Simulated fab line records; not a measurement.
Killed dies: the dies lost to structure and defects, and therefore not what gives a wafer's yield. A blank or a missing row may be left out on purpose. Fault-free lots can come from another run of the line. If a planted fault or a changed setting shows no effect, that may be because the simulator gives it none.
fab line records	flow nand-harc
record lots=24	wafers=72	last-day=24
route steps=1159 shown P_M1@306 P_M2@330 A_START@389 A_ZERO_WELL@404
lots untouched by any fault: they come from a run of this same line in which no faults occurred
start-h: the number of hours between the record's first day and the start of the first shown wafer of the lot	wait-h: hours from the lot's prior step to this one	" as in the row above	L1.1+2: several wafers, shown together as one row	- value missing, or start not given	* or withheld: withheld	< > ~ a bound
route shown NAME@n: a module of which the file shows steps, and the number in the route of the first	usual: average and standard deviation across the fault-free wafers	same: alike in all rows	chamber/n: place in a boat	sites: per-site readings	_std_site: the standard deviation of these	_edge_site: the outer-site mean with the inner-site mean subtracted	radius-mm: how far each site lies from the wafer's centre	mask NAME#n: copy n	behind: tool/chamber where the wafer was last shaped	hold: the reason the lot was held/the length of the hold in hours/how it ended	device: whichever transistor did not switch (one of n, p or np)	end of line: the route-end tests of the same wafers	a step given without rows: its recipe and nothing more	killed: dies lost to structure and defects at the first sort, not the wafer's yield	map: shows each die of a wafer: x if killed, . if not, _ if none is there
set.NAME: the setting the step ran with; set.NAME@STEP: the setting that earlier step ran with	model.NAME: the simulator's own value behind a step, which no gauge read
steps of the route over a sample of lots; a table a step, a row a wafer
services: a tool's chamber out of use, with start hour (start-h, from the record's first day; less than 0 if before it), hours out, and reason
## steps
# step NHARC_P_M1_PRE_CLEAN_30
# recipe time-s=30	temp-c=280	gas=H2/He
# usual heater-power-w=422/35
lot.wafer	tool	chamber	start-h	wait-h	heater-power-w
L074.1	pvd-sputter-01	-	-	-	403
L074.6	"	-	"	"	402
L074.5	"	-	"	"	383
L076.4	pvd-sputter-02	-	-	-	431
L076.5	"	-	"	"	382
L076.6	"	-	"	"	421
L075.1	pvd-sputter-03	-	-	-	483
L075.3	"	-	"	"	457
L075.6	"	-	"	"	446
L078.1	pvd-sputter-02	-	-	-	388
L078.6	"	-	"	"	398
L078.5	"	-	"	"	437
L077.4	pvd-sputter-03	-	-	-	455
L077.1	"	-	"	"	471
L077.6	"	-	"	"	453
L079.1	pvd-sputter-02	-	-	-	386
L079.2	"	-	"	"	406
L079.6	"	-	"	"	380
L080.1	pvd-sputter-02	-	-	-	421
L080.3	"	-	"	"	414
L080.5	"	-	"	"	442
L081.2	pvd-sputter-02	-	-	-	417
L081.3	"	-	"	"	399
L081.6	"	-	"	"	384
L082.4	pvd-sputter-01	-	-	-	407
L082.1	"	-	"	"	382
L082.6	"	-	"	"	405
L083.1	pvd-sputter-02	-	-	-	415
L083.2	"	-	"	"	408
L083.6	"	-	"	"	406
L084.2	pvd-sputter-02	-	-	-	384
L084.4	"	-	"	"	397
L084.6	"	-	"	"	392
L088.2	pvd-sputter-03	-	-	-	451
L088.3	"	-	"	"	469
L088.6	"	-	"	"	467
L085.3	pvd-sputter-02	-	-	-	404
L085.1	"	-	"	"	379
L085.2	"	-	"	"	421
L086.2	pvd-sputter-01	-	-	-	423
L086.1	"	-	"	"	371
L086.5	"	-	"	"	385
L087.4	pvd-sputter-03	-	-	-	449
L087.1	"	-	"	"	467
L087.6	"	-	"	"	484
L089.1	pvd-sputter-03	-	-	-	452
L089.4	"	-	"	"	452
L089.6	"	-	"	"	466
L090.1	pvd-sputter-01	-	-	-	386
L090.3	"	-	"	"	369
L090.6	"	-	"	"	406
L091.4	pvd-sputter-03	-	-	-	450
L091.5	"	-	"	"	457
L091.6	"	-	"	"	465
L093.2	pvd-sputter-03	-	-	-	454
L093.4	"	-	"	"	454
L093.3	"	-	"	"	470
L092.4	pvd-sputter-02	-	-	-	366
L092.3	"	-	"	"	399
L092.6	"	-	"	"	417
L095.3	pvd-sputter-01	-	-	-	378
L095.1	"	-	"	"	394
L095.6	"	-	"	"	372
L094.1	pvd-sputter-03	-	-	-	486
L094.2	"	-	"	"	460
L094.5	"	-	"	"	479
L096.2	pvd-sputter-02	-	-	-	419
L096.1	"	-	"	"	402
L096.6	"	-	"	"	445
L097.4	pvd-sputter-01	-	-	-	373
L097.3	"	-	"	"	382
L097.6	"	-	"	"	371
# step NHARC_P_M2_INSPECT_11
# usual raw-defect-count=4.4/2.2
lot.wafer	tool	chamber	start-h	wait-h	raw-defect-count
L074.1	defect-inspect-02	-	118.66	0.0	4
L074.5	"	-	"	"	2
L074.6	"	-	"	"	6
L076.4	defect-inspect-02	-	141.02	0.0	5
L076.5	"	-	"	"	3
L076.6	"	-	"	"	1
L075.1	defect-inspect-01	-	141.91	0.0	4
L075.3	"	-	"	"	3
L075.6	"	-	"	"	4
L078.1	defect-inspect-01	-	143.43	0.0	10
L078.5	"	-	"	"	6
L078.6	"	-	"	"	8
L077.1	defect-inspect-01	-	147.33	0.0	4
L077.4	"	-	"	"	2
L077.6	"	-	"	"	6
L079.1	defect-inspect-02	-	155.34	0.0	0
L079.2	"	-	"	"	4
L079.6	"	-	"	"	6
L080.1	defect-inspect-02	-	162.09	0.0	1
L080.3	"	-	"	"	2
L080.5	"	-	"	"	2
L081.2	defect-inspect-02	-	168.55	0.0	5
L081.3	"	-	"	"	6
L081.6	"	-	"	"	7
L082.1	defect-inspect-01	-	171.72	0.0	7
L082.4	"	-	"	"	5
L082.6	"	-	"	"	7
L083.1	defect-inspect-01	-	173.33	0.0	2
L083.2	"	-	"	"	8
L083.6	"	-	"	"	3
L084.2	defect-inspect-02	-	176.82	0.0	4
L084.4	"	-	"	"	6
L084.6	"	-	"	"	6
L088.2	defect-inspect-01	-	202.10	0.0	1
L088.3	"	-	"	"	1
L088.6	"	-	"	"	5
L085.1	defect-inspect-02	-	202.80	0.0	6
L085.2	"	-	"	"	6
L085.3	"	-	"	"	6
L086.1	defect-inspect-01	-	203.36	0.0	3
L086.2	"	-	"	"	3
L086.5	"	-	"	"	5
L087.1	defect-inspect-02	-	205.12	0.0	2
L087.4	"	-	"	"	3
L087.6	"	-	"	"	5
L089.1	defect-inspect-01	-	220.77	0.0	7
L089.4	"	-	"	"	6
L089.6	"	-	"	"	9
L090.1	defect-inspect-01	-	221.52	0.0	2
L090.3	"	-	"	"	5
L090.6	"	-	"	"	7
L091.4	defect-inspect-02	-	224.72	0.0	2
L091.5	"	-	"	"	1
L091.6	"	-	"	"	1
L093.2	defect-inspect-02	-	235.83	0.0	4
L093.3	"	-	"	"	2
L093.4	"	-	"	"	4
L092.3	defect-inspect-02	-	236.51	0.0	5
L092.4	"	-	"	"	5
L092.6	"	-	"	"	2
L095.1	defect-inspect-02	-	247.44	0.0	5
L095.3	"	-	"	"	4
L095.6	"	-	"	"	1
L094.1	defect-inspect-02	-	248.60	0.0	6
L094.2	"	-	"	"	4
L094.5	"	-	"	"	0
L096.1	defect-inspect-01	-	265.57	0.0	9
L096.2	"	-	"	"	7
L096.6	"	-	"	"	5
L097.3	defect-inspect-02	-	266.28	0.0	3
L097.4	"	-	"	"	6
L097.6	"	-	"	"	9
# step NHARC_P_M2_ETCH_35
# recipe target-depth-a=400	overetch-a=120	time-s=43.94	ion-energy-ev=200	n2-flow-sccm=150	h2-flow-sccm=150	ar-flow-sccm=0	rf-w=400	bias-w=150	chemistry=N2/H2
# usual drypump-motor-current-A=5.7/0.47	oes-product-au=1.006/0.017	rf-vpp-V=428.8/2.3	showerhead-plenum-p-Torr=1.98/0.078	throttle-valve-pct=14.171/0.0091
lot.wafer	tool	chamber	start-h	wait-h	drypump-motor-current-A	oes-product-au	rf-hours-counter-h	rf-vpp-V	showerhead-plenum-p-Torr	throttle-valve-pct
L074.1	rie-diel-09	2	118.85	0.1	5.5	1.005	1	426.8	1.92	14.177
L074.6	"	0	"	"	5.3	0.961	-	427.7	1.96	14.172
L074.5	"	1	"	"	6.4	1.015	-	426.3	1.90	14.189
L076.5	rie-diel-09	2	141.21	0.1	5.5	1.003	-	426.6	1.92	14.167
L076.6	"	3	"	"	5.7	1.015	-	429.0	1.98	14.161
L076.4	"	1	"	"	6.5	1.008	-	425.4	1.90	14.162
L075.3	rie-diel-09	2	142.07	0.1	5.5	1.007	2	426.5	1.92	14.174
L075.1	"	1	"	"	6.4	1.011	2	427.7	1.90	14.171
L075.6	"	2	"	"	5.5	1.006	-	427.3	1.92	14.178
L078.1	rie-diel-09	1	143.61	0.1	6.4	1.000	2	425.6	1.90	14.175
L078.5	"	3	"	"	5.7	1.028	-	429.4	1.98	14.164
L078.6	"	2	"	"	5.5	0.997	-	427.5	1.92	14.157
L077.1	rie-diel-09	1	147.50	0.1	6.4	1.006	2	426.0	1.90	14.163
L077.6	"	3	"	"	5.8	1.033	-	429.6	1.98	14.165
L077.4	"	2	"	"	5.5	1.010	-	428.0	1.92	14.180
L079.1	rie-diel-04	3	155.49	0.1	5.4	1.002	9	434.1	2.16	14.156
L079.2	"	2	"	"	5.8	1.009	10	432.2	2.11	14.185
L079.6	"	3	"	"	5.4	1.002	-	434.6	2.16	14.158
L080.1	rie-diel-07	1	162.52	0.3	5.0	1.004	39	432.2	2.10	14.171
L080.3	"	3	"	"	5.1	1.014	36	430.8	2.07	14.176
L080.5	"	1	"	"	4.9	1.004	-	431.2	2.10	14.160
L081.3	rie-diel-09	0	168.71	0.1	5.3	0.953	2	428.8	1.96	14.186
L081.2	"	3	"	"	5.8	1.027	4	427.9	1.98	14.182
L081.6	"	2	"	"	5.4	1.011	-	426.0	1.92	14.159
L082.1	rie-diel-09	1	171.86	0.1	6.4	1.010	4	425.6	1.90	14.176
L082.4	"	2	"	"	5.5	0.999	4	426.7	1.92	14.159
L082.6	"	2	"	"	5.5	1.002	-	426.7	1.92	14.158
L083.1	rie-diel-09	2	173.54	0.1	5.5	1.001	4	427.5	1.92	14.179
L083.2	"	3	"	"	5.8	1.019	4	429.8	1.98	14.177
L083.6	"	3	"	"	5.8	1.028	-	429.6	1.98	14.156
L084.2	rie-diel-09	3	176.99	0.1	5.7	1.014	4	428.3	1.98	14.164
L084.4	"	2	"	"	5.4	1.007	-	427.6	1.92	14.156
L084.6	"	3	"	"	5.8	1.018	-	429.0	1.98	14.168
L088.2	rie-diel-09	3	202.26	0.1	5.7	1.005	5	430.7	1.98	14.161
L088.3	"	0	"	"	5.3	0.963	2	427.8	1.96	14.166
L088.6	"	2	"	"	5.5	0.992	-	427.1	1.91	14.178
L085.3	rie-diel-04	3	202.95	0.1	5.4	1.002	19	433.8	2.15	14.157
L085.1	"	0	"	"	5.9	1.026	19	430.1	2.02	14.181
L085.2	"	1	"	"	5.1	0.992	19	428.5	2.04	14.173
L086.1	rie-diel-09	1	203.52	0.1	6.4	1.011	5	426.2	1.90	14.174
L086.2	"	2	"	"	5.5	0.993	5	427.1	1.91	14.170
L086.5	"	2	"	"	5.5	0.996	-	427.6	1.91	14.178
L087.1	rie-diel-09	1	205.26	0.1	6.4	1.018	5	427.8	1.90	14.183
L087.4	"	2	"	"	5.5	1.011	5	425.8	1.91	14.177
L087.6	"	1	"	"	6.4	1.027	-	426.1	1.90	14.167
L089.1	rie-diel-07	3	220.92	0.1	5.1	1.010	56	430.3	2.07	14.175
L089.4	"	1	"	"	4.9	0.998	59	431.9	2.09	14.174
L089.6	"	2	"	"	6.6	1.017	-	430.2	2.02	14.169
L090.1	rie-diel-04	1	221.75	0.2	5.1	1.001	24	430.6	2.03	14.184
L090.3	"	3	"	"	5.4	1.002	24	434.3	2.15	14.168
L090.6	"	0	"	"	6.0	1.023	-	428.6	2.02	14.166
L091.4	rie-diel-09	1	224.88	0.1	6.4	1.012	5	428.0	1.90	14.157
L091.6	"	3	"	"	5.8	1.017	-	428.2	1.98	14.181
L091.5	"	0	"	"	5.3	0.971	-	428.2	1.96	14.174
L093.4	rie-diel-09	3	235.97	0.1	5.8	1.002	6	429.4	1.98	14.163
L093.3	"	0	"	"	5.3	0.979	3	428.6	1.96	14.161
L093.2	"	2	"	"	5.5	1.003	6	426.9	1.92	14.183
L092.4	rie-diel-04	3	236.65	0.1	5.4	1.020	26	433.3	2.15	14.182
L092.3	"	0	"	"	6.0	1.027	27	428.5	2.02	14.188
L092.6	"	3	"	"	5.4	1.010	-	431.3	2.15	14.159
L095.3	rie-diel-07	1	247.59	0.1	4.9	0.990	1	430.8	2.09	14.169
L095.1	"	3	"	"	5.2	0.989	1	431.4	2.07	14.171
L095.6	"	1	"	"	4.9	0.996	-	432.2	2.09	14.182
L094.2	rie-diel-09	2	248.77	0.1	5.5	1.012	7	427.0	1.91	14.163
L094.1	"	3	"	"	5.8	1.028	7	429.1	1.98	14.168
L094.5	"	2	"	"	5.4	1.004	-	427.0	1.91	14.180
L096.1	rie-diel-09	1	265.72	0.1	6.4	1.037	0	425.8	1.90	14.173
L096.2	"	2	"	"	5.5	1.012	0	427.2	1.91	14.156
L096.6	"	3	"	"	5.8	1.008	-	428.3	1.98	14.190
L097.3	rie-diel-04	0	266.43	0.1	6.0	1.029	31	431.3	2.02	14.166
L097.4	"	2	"	"	5.7	1.008	30	432.5	2.10	14.156
L097.6	"	3	"	"	5.4	1.007	-	433.2	2.15	14.150
# step NHARC_P_M2_PVD_21
# recipe target-thk-a=300	chamber-pressure-pa=5	power-w=5000	substrate-temp-c=30	time-s=20.49	material=Cu
# usual cathode-dc-power-W=5000.0/0.96	substrate-temp-c=29.99/0.11	throttle-valve-pct=30.3/0.79
lot.wafer	tool	chamber	start-h	wait-h	cathode-dc-power-W	substrate-temp-c	throttle-valve-pct
L074.1	pvd-sputter-02	-	-	-	5000.4	30.10	29.3
L074.5	"	-	"	"	5000.1	30.07	30.7
L074.6	"	-	"	"	5000.2	29.97	30.5
L076.4	pvd-sputter-03	-	-	-	5000.2	29.99	31.6
L076.5	"	-	"	"	4999.9	30.13	30.2
L076.6	"	-	"	"	4999.7	29.87	30.9
L075.3	pvd-sputter-01	-	-	-	5000.9	30.08	30.9
L075.1	"	-	"	"	5002.1	29.80	29.5
L075.6	"	-	"	"	4999.8	29.91	30.9
L078.1	pvd-sputter-02	-	-	-	5000.2	29.91	30.5
L078.5	"	-	"	"	4999.9	30.08	30.5
L078.6	"	-	"	"	5000.7	29.94	30.6
L077.1	pvd-sputter-02	-	-	-	5000.5	29.96	30.8
L077.4	"	-	"	"	4999.3	29.98	30.9
L077.6	"	-	"	"	4999.0	29.97	30.6
L079.2	pvd-sputter-03	-	-	-	4999.7	30.09	30.3
L079.1	"	-	"	"	4999.6	29.92	31.0
L079.6	"	-	"	"	4997.7	30.09	30.1
L080.1	pvd-sputter-03	-	-	-	4999.9	30.11	31.0
L080.3	"	-	"	"	4999.7	29.95	31.2
L080.5	"	-	"	"	4999.9	30.10	28.2
L081.3	pvd-sputter-03	-	-	-	4999.4	29.85	31.2
L081.2	"	-	"	"	5001.4	29.96	28.3
L081.6	"	-	"	"	5001.3	30.08	30.1
L082.1	pvd-sputter-03	-	-	-	4998.3	30.07	31.3
L082.4	"	-	"	"	5001.3	30.02	30.8
L082.6	"	-	"	"	4998.7	30.03	31.2
L083.1	pvd-sputter-02	-	-	-	4999.3	30.20	30.7
L083.2	"	-	"	"	5000.6	30.08	29.1
L083.6	"	-	"	"	4999.2	29.99	31.0
L084.4	pvd-sputter-02	-	-	-	4998.9	30.06	30.6
L084.2	"	-	"	"	5000.1	30.10	29.2
L084.6	"	-	"	"	5000.4	30.02	30.5
L088.2	pvd-sputter-02	-	-	-	5001.7	30.13	30.7
L088.3	"	-	"	"	5002.4	29.94	30.5
L088.6	"	-	"	"	5000.4	29.94	30.9
L085.2	pvd-sputter-03	-	-	-	5001.7	29.90	31.3
L085.3	"	-	"	"	4998.4	30.00	30.2
L085.1	"	-	"	"	5000.8	29.99	28.5
L086.1	pvd-sputter-01	-	-	-	5000.1	29.90	31.1
L086.2	"	-	"	"	4998.9	30.00	29.5
L086.5	"	-	"	"	4998.8	30.19	29.7
L087.4	pvd-sputter-01	-	-	-	4999.1	29.79	29.9
L087.1	"	-	"	"	4999.9	30.03	31.1
L087.6	"	-	"	"	4999.2	29.76	29.6
L089.4	pvd-sputter-01	-	-	-	5000.4	30.03	31.0
L089.1	"	-	"	"	4999.5	30.00	29.7
L089.6	"	-	"	"	5000.7	29.74	29.7
L090.3	pvd-sputter-01	-	-	-	5000.2	29.94	30.0
L090.1	"	-	"	"	4999.6	29.97	31.0
L090.6	"	-	"	"	5000.2	29.95	29.8
L091.4	pvd-sputter-01	-	-	-	4999.3	29.96	31.1
L091.6	"	-	"	"	4996.8	30.05	31.0
L091.5	"	-	"	"	5000.2	29.91	30.0
L093.2	pvd-sputter-03	-	-	-	5000.6	29.96	30.4
L093.4	"	-	"	"	4999.7	30.02	30.7
L093.3	"	-	"	"	5000.2	30.02	28.6
L092.4	pvd-sputter-01	-	-	-	5000.0	30.03	29.8
L092.3	"	-	"	"	4999.7	29.99	29.7
L092.6	"	-	"	"	5000.1	30.05	29.9
L095.3	pvd-sputter-03	-	-	-	4998.9	30.20	28.4
L095.1	"	-	"	"	4999.3	29.88	30.2
L095.6	"	-	"	"	4998.8	29.94	30.8
L094.2	pvd-sputter-01	-	-	-	5000.3	30.00	30.9
L094.1	"	-	"	"	4998.6	29.80	29.7
L094.5	"	-	"	"	5000.4	30.04	29.7
L096.1	pvd-sputter-01	-	-	-	4999.5	29.90	29.4
L096.2	"	-	"	"	4999.8	29.73	30.9
L096.6	"	-	"	"	5001.1	30.13	31.0
L097.3	pvd-sputter-01	-	-	-	4999.6	29.88	29.6
L097.4	"	-	"	"	4999.9	30.03	29.6
L097.6	"	-	"	"	5000.5	29.96	29.6
# step NHARC_A_START_INSPECT_01
# usual raw-defect-count=3.2/1.8
lot.wafer	tool	chamber	start-h	wait-h	raw-defect-count
L074.1	defect-inspect-01	-	126.90	-	1
L074.5	"	-	"	"	6
L074.6	"	-	"	"	4
L076.4	defect-inspect-01	-	148.86	-	0
L076.5	"	-	"	"	0
L076.6	"	-	"	"	5
L075.1	defect-inspect-02	-	149.79	-	3
L075.3	"	-	"	"	0
L075.6	"	-	"	"	1
L078.1	defect-inspect-01	-	151.54	-	0
L078.5	"	-	"	"	4
L078.6	"	-	"	"	2
L077.1	defect-inspect-02	-	155.08	-	2
L077.4	"	-	"	"	2
L077.6	"	-	"	"	3
L079.1	defect-inspect-02	-	163.49	-	3
L079.2	"	-	"	"	1
L079.6	"	-	"	"	2
L080.1	defect-inspect-02	-	170.02	-	6
L080.3	"	-	"	"	3
L080.5	"	-	"	"	2
L081.2	defect-inspect-02	-	176.61	-	3
L081.3	"	-	"	"	3
L081.6	"	-	"	"	5
L082.1	defect-inspect-02	-	179.93	-	5
L082.4	"	-	"	"	6
L082.6	"	-	"	"	7
L083.1	defect-inspect-01	-	181.45	-	4
L083.2	"	-	"	"	1
L083.6	"	-	"	"	2
L084.2	defect-inspect-01	-	184.72	-	0
L084.4	"	-	"	"	5
L084.6	"	-	"	"	4
L088.2	defect-inspect-01	-	209.75	-	4
L088.3	"	-	"	"	3
L088.6	"	-	"	"	6
L085.1	defect-inspect-02	-	210.39	-	3
L085.2	"	-	"	"	1
L085.3	"	-	"	"	6
L086.1	defect-inspect-01	-	211.54	-	7
L086.2	"	-	"	"	1
L086.5	"	-	"	"	1
L087.1	defect-inspect-01	-	212.70	-	3
L087.4	"	-	"	"	6
L087.6	"	-	"	"	7
L089.1	defect-inspect-01	-	228.55	-	3
L089.4	"	-	"	"	5
L089.6	"	-	"	"	4
L090.1	defect-inspect-01	-	229.29	-	3
L090.3	"	-	"	"	4
L090.6	"	-	"	"	2
L091.4	defect-inspect-01	-	232.51	-	2
L091.5	"	-	"	"	3
L091.6	"	-	"	"	3
L093.2	defect-inspect-02	-	243.56	-	2
L093.3	"	-	"	"	4
L093.4	"	-	"	"	5
L092.3	defect-inspect-01	-	244.35	-	4
L092.4	"	-	"	"	3
L092.6	"	-	"	"	3
L095.1	defect-inspect-02	-	255.26	-	3
L095.3	"	-	"	"	5
L095.6	"	-	"	"	0
L094.1	defect-inspect-01	-	256.39	-	2
L094.2	"	-	"	"	0
L094.5	"	-	"	"	5
L096.1	defect-inspect-02	-	273.48	-	3
L096.2	"	-	"	"	4
L096.6	"	-	"	"	2
L097.3	defect-inspect-01	-	274.01	-	3
L097.4	"	-	"	"	3
L097.6	"	-	"	"	3
# step NHARC_A_ZERO_WELL_ETCH_19
# recipe target-depth-a=800	overetch-a=240	time-s=87.88	ion-energy-ev=200	n2-flow-sccm=150	h2-flow-sccm=150	ar-flow-sccm=0	rf-w=400	bias-w=150	chemistry=N2/H2
# usual drypump-motor-current-A=5.6/0.59	oes-product-au=1.007/0.015	rf-vpp-V=430.3/2.8	showerhead-plenum-p-Torr=2.04/0.098	throttle-valve-pct=14.171/0.0086
lot.wafer	tool	chamber	start-h	wait-h	drypump-motor-current-A	oes-product-au	rf-hours-counter-h	rf-vpp-V	showerhead-plenum-p-Torr	throttle-valve-pct
L074.1	rie-diel-01	3	128.02	0.1	6.8	0.982	15	428.5	1.95	14.180
L074.6	"	0	"	"	5.1	0.999	-	427.5	1.91	14.166
L074.5	"	1	"	"	5.6	1.006	-	429.4	2.00	14.182
L076.4	rie-diel-12	2	149.95	0.1	5.4	1.009	5	434.0	2.16	14.156
L076.6	"	1	"	"	4.9	1.034	-	429.0	2.03	14.155
L076.5	"	2	"	"	5.5	1.004	-	433.4	2.16	14.181
L075.3	rie-diel-03	2	150.75	0.1	5.9	1.005	6	432.6	2.15	14.154
L075.1	"	0	"	"	5.6	1.023	9	426.4	1.90	14.171
L075.6	"	3	"	"	5.3	1.014	-	434.2	2.17	14.171
L078.1	rie-diel-01	1	152.52	0.1	5.6	1.005	0	428.6	2.00	14.171
L078.5	"	2	"	"	4.9	1.020	-	432.1	2.12	14.171
L078.6	"	3	"	"	6.8	0.974	-	428.0	1.95	14.161
L077.4	rie-diel-01	0	156.13	0.1	5.1	1.023	1	426.8	1.91	14.169
L077.1	"	1	"	"	5.5	0.996	1	429.0	2.00	14.174
L077.6	"	2	"	"	4.9	1.012	-	433.5	2.12	14.165
L079.1	rie-diel-03	2	164.45	0.1	5.9	1.008	7	432.7	2.15	14.160
L079.2	"	3	"	"	5.3	1.012	10	433.7	2.17	14.174
L079.6	"	1	"	"	6.1	1.003	-	427.6	1.93	14.179
L080.1	rie-diel-03	0	171.10	0.1	5.6	1.026	10	426.2	1.90	14.167
L080.3	"	3	"	"	5.3	1.019	10	435.5	2.17	14.179
L080.5	"	1	"	"	6.1	1.007	-	428.6	1.93	14.172
L081.2	rie-diel-03	1	177.70	0.1	6.1	0.984	11	427.9	1.93	14.163
L081.3	"	0	"	"	5.6	1.020	11	425.6	1.90	14.164
L081.6	"	1	"	"	6.1	1.003	-	427.0	1.93	14.170
L082.4	rie-diel-12	0	181.50	0.6	4.9	0.999	10	433.4	2.12	14.168
L082.1	"	3	"	"	5.7	0.994	10	431.0	2.10	14.165
L082.6	"	0	"	"	4.9	1.010	-	432.2	2.13	14.179
L083.2	rie-diel-01	0	182.55	0.1	5.1	1.012	4	426.1	1.91	14.169
L083.1	"	2	"	"	4.9	1.010	4	432.5	2.12	14.176
L083.6	"	1	"	"	5.5	1.007	-	428.5	2.00	14.163
L084.2	rie-diel-12	2	185.80	0.1	5.4	0.994	9	434.2	2.16	14.171
L084.4	"	3	"	"	5.7	1.007	10	432.3	2.09	14.161
L084.6	"	1	"	"	4.9	1.025	-	430.2	2.02	14.164
L088.2	rie-diel-01	3	210.74	0.1	6.8	0.975	7	428.1	1.95	14.171
L088.3	"	1	"	"	5.5	1.007	7	427.7	2.00	14.180
L088.6	"	2	"	"	5.0	1.007	-	432.9	2.12	14.171
L085.2	rie-diel-01	2	211.58	0.2	4.9	1.025	7	433.4	2.12	14.177
L085.3	"	3	"	"	6.8	0.992	7	428.2	1.94	14.168
L085.1	"	0	"	"	5.1	1.026	7	425.3	1.91	14.174
L086.1	rie-diel-03	3	212.51	0.1	5.3	1.011	14	435.1	2.17	14.153
L086.2	"	0	"	"	5.6	1.028	14	427.4	1.90	14.165
L086.5	"	2	"	"	5.9	1.012	-	433.0	2.14	14.166
L087.4	rie-diel-01	2	213.82	0.1	5.0	1.021	7	433.3	2.12	14.161
L087.1	"	1	"	"	5.5	0.996	7	428.3	2.00	14.153
L087.6	"	3	"	"	6.8	0.985	-	428.1	1.94	14.188
L089.1	rie-diel-12	3	229.65	0.1	5.7	0.995	2	433.0	2.09	14.159
L089.4	"	0	"	"	5.0	0.986	1	431.4	2.12	14.166
L089.6	"	2	"	"	5.4	1.002	-	433.4	2.16	14.180
L090.3	rie-diel-01	2	230.25	0.1	4.9	1.019	9	431.6	2.12	14.180
L090.1	"	1	"	"	5.5	1.015	9	429.1	2.00	14.171
L090.6	"	3	"	"	6.8	0.986	-	427.6	1.94	14.174
L091.4	rie-diel-03	1	233.48	0.1	6.1	1.012	0	426.2	1.93	14.173
L091.5	"	3	"	"	5.3	1.006	-	434.4	2.17	14.170
L091.6	"	0	"	"	5.6	1.035	-	425.6	1.90	14.178
L093.3	rie-diel-12	2	244.64	0.1	5.4	1.004	3	433.3	2.16	14.159
L093.2	"	3	"	"	5.7	0.993	3	432.9	2.09	14.168
L093.4	"	1	"	"	4.9	1.022	3	429.9	2.02	14.168
L092.3	rie-diel-01	2	245.49	0.1	4.9	1.017	11	434.2	2.12	14.175
L092.4	"	3	"	"	6.8	0.981	-	426.7	1.94	14.166
L092.6	"	1	"	"	5.6	0.997	-	428.3	2.00	14.158
L095.3	rie-diel-01	3	256.34	0.1	6.8	0.976	12	427.6	1.94	14.173
L095.1	"	1	"	"	5.6	1.006	12	429.7	2.00	14.165
L095.6	"	3	"	"	6.8	0.978	-	427.9	1.94	14.173
L094.1	rie-diel-01	1	257.47	0.1	5.6	1.006	12	429.3	2.00	14.167
L094.2	"	2	"	"	4.9	1.022	12	432.1	2.12	14.185
L094.5	"	2	"	"	4.9	1.022	-	433.8	2.12	14.178
L096.2	rie-diel-12	1	274.64	0.1	4.9	1.021	4	431.6	2.02	14.170
L096.1	"	3	"	"	5.7	0.998	4	432.1	2.09	14.177
L096.6	"	1	"	"	4.9	1.027	-	430.1	2.02	14.171
L097.4	rie-diel-03	2	275.11	0.1	5.9	0.997	3	435.0	2.14	14.174
L097.3	"	3	"	"	5.3	1.007	4	434.9	2.17	14.156
L097.6	"	1	"	"	6.1	0.986	-	428.1	1.93	14.176
## services
tool	chamber	start-h	hours	kind
rie-diel-09	1	100.84	5.4	repair
pvd-sputter-03	-	102.00	10.0	pm
rie-diel-12	2	102.08	16.6	repair
rie-diel-04	-	111.91	9.0	pm
rie-diel-03	2	125.52	20.1	repair
rie-diel-01	-	137.81	9.0	pm
rie-diel-09	0	138.91	27.4	repair
rie-diel-12	-	156.59	2.6	repair
pvd-sputter-01	-	158.00	10.0	pm
rie-diel-09	1	165.45	4.5	repair
rie-diel-12	-	171.28	0.6	repair
pvd-sputter-01	-	175.58	8.5	repair
rie-diel-09	0	176.42	9.6	repair
pvd-sputter-03	-	184.24	3.6	repair
rie-diel-09	0	189.71	8.1	repair
rie-diel-12	-	202.47	9.0	pm
pvd-sputter-03	-	204.25	5.1	repair
rie-diel-12	0	211.63	6.9	repair
pvd-sputter-02	-	214.06	10.0	pm
rie-diel-03	-	215.30	9.0	pm
rie-diel-09	0	236.87	25.4	repair
rie-diel-01	0	242.21	10.2	repair
pvd-sputter-02	-	250.20	1.5	repair
rie-diel-09	-	254.10	9.0	pm
## key
fault none
